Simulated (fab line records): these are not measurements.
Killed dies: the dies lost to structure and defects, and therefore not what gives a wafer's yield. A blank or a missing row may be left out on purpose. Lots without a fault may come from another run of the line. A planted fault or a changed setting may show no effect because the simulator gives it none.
One fault through the eyes of 3 desks | flow n5_finfet | each desk holds nothing but its own numbers, with what lay behind them at the end

== THE METROLOGY DESK ==
What the gauges read, lot by lot, whatever tool the lot ran on: means of the sampled wafers that have a number. Any lot whose mean is over 4 standard deviations away from the usual mean is out of limits and marked OUT; that distance is given in the brackets. It has 12 readings; the 7 that lie furthest out on some lot are the ones shown.
Columns: A = cd_nm at N5_HKMG_FIN_CD_MEAS_12, usual 92.8 nm; B = NWFM_OVL at N5_HKMG_FIN_OVL_MEAS_13, usual 0.4 nm; C = IOFF_P at N5_BEOL_M4_RC_MEAS_101, usual 0.21 nA/um; D = ION_P at N5_BEOL_M4_RC_MEAS_101, usual 462 uA/um; E = SS_N at N5_BEOL_M4_RC_MEAS_101, usual 71.4 mV/dec; F = SS_P at N5_BEOL_M4_RC_MEAS_101, usual 73.2 mV/dec; G = VT_P at N5_BEOL_M4_RC_MEAS_101, usual -251 mV
lot  | first seen here | A    | B    | C    | D   | E    | F    | G
L932 | day 5 14:50     | 92.7 | -0.5 | 0.19 | 450 | 71.5 | 73.4 | -253
L935 | day 6 15:28     | 92.9 | 0.8  | 0.22 | 463 | 71.7 | 73.6 | -249
L942 | day 8 02:10     | 91.9 | 1.3  | 0.17 | 453 | 71.4 | 72.8 | -254
L943 | day 8 10:08     | 92.4 | 0.0  | 0.22 | 461 | 71.4 | 72.8 | -250
L944 | day 8 14:40     | 92.1 | 0.1  | 0.16 | 454 | 71.0 | 72.9 | -255
L948 | day 9 15:55     | 93.0 | 0.6  | 0.18 | 461 | 70.5 | 72.3 | -251
L949 | day 9 20:41     | 92.8 | 0.5  | 0.18 | 452 | 71.6 | 73.5 | -256
This desk's verdict: no lot among the 7 shows anything out of limits.

== AT THE TOOL OWNER'S DESK: rie_diel-04 ==
The tool's own readings at N5_HKMG_FIN_ETCH_32 (etches SOC in N2/H2, target depth 240 nm, time 300 s): means of the sampled wafers that have a number, for each lot that ran on this tool. Any lot whose mean is over 4 standard deviations away from the usual mean is out of limits and marked OUT; that distance is given in the brackets.
Columns: A = drypump_motor_current_A at N5_HKMG_FIN_ETCH_32, usual 5.7 A; B = n2_flow_sccm at N5_HKMG_FIN_ETCH_32, usual 200.0 sccm; C = oes_product_au at N5_HKMG_FIN_ETCH_32, usual 0.76 a.u.; D = rf_fwd_power_W at N5_HKMG_FIN_ETCH_32, usual 837.8 W; E = rf_vpp_V at N5_HKMG_FIN_ETCH_32, usual 524.9 V; F = showerhead_plenum_p_Torr at N5_HKMG_FIN_ETCH_32, usual 2.58 Torr; G = throttle_valve_pct at N5_HKMG_FIN_ETCH_32, usual 17.75 %
lot  | first seen here | A   | B     | C    | D                | E               | F    | G
L935 | day 6 15:59     | 6.0 | 199.5 | 0.73 | 839.2            | 523.9           | 2.56 | 17.80
L942 | day 8 02:46     | 6.0 | 199.8 | 0.87 | 1039.0 (+75) OUT | 489.0 (-17) OUT | 2.58 | 17.92
L943 | day 8 10:19     | 6.0 | 199.9 | 0.87 | 1039.3 (+75) OUT | 489.4 (-17) OUT | 2.58 | 17.92
L944 | day 8 14:50     | 6.1 | 199.4 | 0.85 | 1039.6 (+75) OUT | 487.7 (-18) OUT | 2.54 | 17.90
This desk finds L942, L943, L944 out of limits, L942 being first, at day 8 02:46 (rf_fwd_power_W at N5_HKMG_FIN_ETCH_32). Within limits: L935.

== THE DEFECT DESK ==
What the inspections along the route counted, lot by lot: means of the sampled wafers that have a number. Any lot whose mean is over 4 standard deviations away from the usual mean is out of limits and marked OUT; that distance is given in the brackets.
Columns: A = raw_defect_count at N5_HKMG_FIN_INSPECT_14, usual 2.2
lot  | first seen here | A
L932 | day 5 14:53     | 3.3
L935 | day 6 15:31     | 2.3
L942 | day 8 02:13     | 0.7
L943 | day 8 10:11     | 2.0
L944 | day 8 14:43     | 1.3
L948 | day 9 15:58     | 2.7
L949 | day 9 20:44     | 3.0
This desk's verdict: no lot among the 7 shows anything out of limits.

== PUT TOGETHER ==
The tool owner's desk could have raised an alarm at day 8 02:46, on L942, L943, L944.
At the metrology desk, nothing out of limits was observed.
No out-of-limits result turned up at the defect desk.
The metrology desk has L942, L943, L944 on record, within its limits.
The defect desk has L942, L943, L944 on record, within its limits.
On rie_diel-04, each named lot ran N5_HKMG_FIN_ETCH_32.

== WHAT WAS PUT IN BY THE SIMULATOR ==
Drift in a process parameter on rie_diel-04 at N5_HKMG_FIN_ETCH_32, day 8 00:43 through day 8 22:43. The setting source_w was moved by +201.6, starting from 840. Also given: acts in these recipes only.
Struck lots among those shown: L942, L943, L944.
Delay in hours, fault start to first out-of-limits reading, by desk: the tool owner's desk at 2.
